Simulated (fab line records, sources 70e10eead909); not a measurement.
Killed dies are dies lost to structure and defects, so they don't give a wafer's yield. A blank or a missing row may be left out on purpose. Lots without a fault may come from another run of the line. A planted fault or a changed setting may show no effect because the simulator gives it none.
Problem report in the 8D (eight disciplines) form, filled by code | flow nand_harc | the parts of the form that need people (team, actions taken, sign-off) are left out

1. THE PROBLEM
killed_at_array at NHARC_END_SORT_01 reads a mean of 274 on 4 wafers of 2 lots; wafers without a fault read 53 with a standard deviation of 18. That is +12 standard deviations from the usual mean.
First seen on wafer L257.1, day 30 09:52, on prober-01. The record holds 6 wafers of 2 lots with a number at this step. Rule for "out", or "out of limits": more than 4 standard deviations from the usual mean. The other wafers with a number count as sound.

2. WHAT IT IS AND WHAT IT IS NOT
question                    | is                             | is not
which readings at this step | killed_at_array, killed_dies   | killed_at_other, killed_at_periphery, killed_open
which lots                  | L257, L260                     | -
which wafers of those lots  | L257.1, L257.5, L260.1, L260.3 | L257.3, L260.5
read on which gauges        | prober-01                      | -
when                        | from day 30 09:52              | up to then (0 sound wafers); but 2 sound wafers of L257, L260 came after

3. SUSPECTS, AND WHAT RULES EACH OUT
Counting: a tool at a process step up to the reading stays a suspect if it ran every lot that is out. Sound lots after the first of them don't rule it out here, since some wafers of a struck lot are sound.
- the gauge at NHARC_END_SORT_01: ruled out. All the wafers that are out were read on prober-01, but those of them that NHARC_A_WL_FILL_ETCHBACK_17 has rows for are out there too, on other tools.
- har_etch-01 at NHARC_A_SLIT_ETCH_17 (etches the open film in C4F8/O2/Ar, time 4254.5 s, target depth 20300 nm): kept. It ran every lot that is out, first L257 (day 25 21:25).
- har_etch-01 at NHARC_A_SLIT_ETCH_26 (etches the open film in C4F8/O2/Ar, time 90 s, target depth 400 nm): kept. It ran every lot that is out, first L257 (day 26 01:04).
- rie_metal-03 at NHARC_A_WL_FILL_ETCHBACK_17 (etches the open film in Cl2/BCl3, target depth 4 nm, time 26.7 s): kept. It ran every lot that is out, first L257 (day 27 00:14). Its own readings are out on those wafers: run_length_s.
- Within rie_metal-03 at NHARC_A_WL_FILL_ETCHBACK_17: the wafers that are out ran in chamber 0; their sound lot-mates ran in chamber 1.
Left after counting: har_etch-01 at NHARC_A_SLIT_ETCH_17, har_etch-01 at NHARC_A_SLIT_ETCH_26, rie_metal-03 at NHARC_A_WL_FILL_ETCHBACK_17.

4. THE CAUSE (what the simulator had put in)
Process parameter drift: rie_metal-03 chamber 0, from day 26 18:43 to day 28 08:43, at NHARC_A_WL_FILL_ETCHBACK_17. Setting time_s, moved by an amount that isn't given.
Counting left 3 suspects, and this tool is among them.

5. THE CHAIN OF EFFECTS, in route order
Each row: a reading whose mean over the struck wafers that have a number lies more than 3 standard deviations from the usual. Only readings for which the record gives a usual standard deviation are gone through. hours: the time from each lot's start at the first step in this table that gives one to its start at this step, as a median over the lots. sigmas: the change in usual standard deviations.
hours | step                        | reading         | usual  | on struck wafers | change | sigmas
0     | NHARC_A_WL_FILL_ETCHBACK_17 | run_length_s    | 47.7 s | 31.7             | -16.0  | -36
82    | NHARC_END_SORT_01           | killed_at_array | 53     | 274              | +222   | +12
82    | NHARC_END_SORT_01           | killed_dies     | 58     | 277              | +219   | +12
The process steps in it:
- NHARC_A_WL_FILL_ETCHBACK_17: etches the open film in Cl2/BCl3, target depth 4 nm, time 26.7 s.

6. WHAT WOULD HAVE CAUGHT IT SOONER
In this record the first reading out of limits at a measuring or inspecting step was taken at day 30 09:52, 87 hours after the fault began at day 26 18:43.
The tool's own readings at NHARC_A_WL_FILL_ETCHBACK_17 were out on every struck wafer that the step has a row for (run_length_s): an alarm limit on them would have fired on the first of those.
All the lots that are out (2) had begun NHARC_A_WL_FILL_ETCHBACK_17 on rie_metal-03 by day 30 09:52. A hold on the tool at that time would have spared none of them.
